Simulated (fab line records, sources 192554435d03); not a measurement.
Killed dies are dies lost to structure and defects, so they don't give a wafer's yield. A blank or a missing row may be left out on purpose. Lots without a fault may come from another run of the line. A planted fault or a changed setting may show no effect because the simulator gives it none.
Chamber matching | flow n5_finfet | N5_BEOL_M4_ILD_DEP_00 on pecvd-04: 3 sister chambers
The step deposits SiOC from DEMS/O2, target thk 79 nm, time 15.3 s. 3 wafers are shown with their chamber, then 8 later ones without.

WAFERS WITH THEIR CHAMBER
wafer  | chamber | throttle_valve_pct (%)
L085.5 | 0       | 12.2
L094.6 | 1       | 11.1
L092.3 | 2       | 11.8

WAFERS WITHOUT THEIR CHAMBER
wafer  | throttle_valve_pct (%)
L092.5 | 12.3
L092.6 | 11.5
L095.1 | 11.1
L095.3 | 11.7
L095.4 | 11.0
L097.1 | 11.8
L097.5 | 11.3
L097.6 | 12.0

WHICH CHAMBER EACH WENT THROUGH
wafer  | from the rows above     | in truth
L092.5 | 0                       | 0
L092.6 | can't be placed: 2 or 1 | 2
L095.1 | 1                       | 1
L095.3 | 2                       | 2
L095.4 | 1                       | 1
L097.1 | 2                       | 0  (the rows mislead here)
L097.5 | can't be placed: 1 or 2 | 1
L097.6 | can't be placed: 0 or 2 | 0
Placed correctly: 4 of 8. Can't be placed from these rows: 3 (the true chamber is among the candidates in 3). Placed wrongly: 1.
How it was worked out, from the rows above alone: a wafer's distance from a chamber is the root of the sum, over the readings, of the square of ((its reading less the chamber's mean) divided by the reading's scatter). The wafer belongs to the nearest chamber; if the next one is less than 2 further off, it can't be placed. A chamber's mean is the mean of its shown wafers. The scatter: with one shown wafer a chamber, the root of the mean of the squares of how far each hidden wafer lies from its nearest shown one.
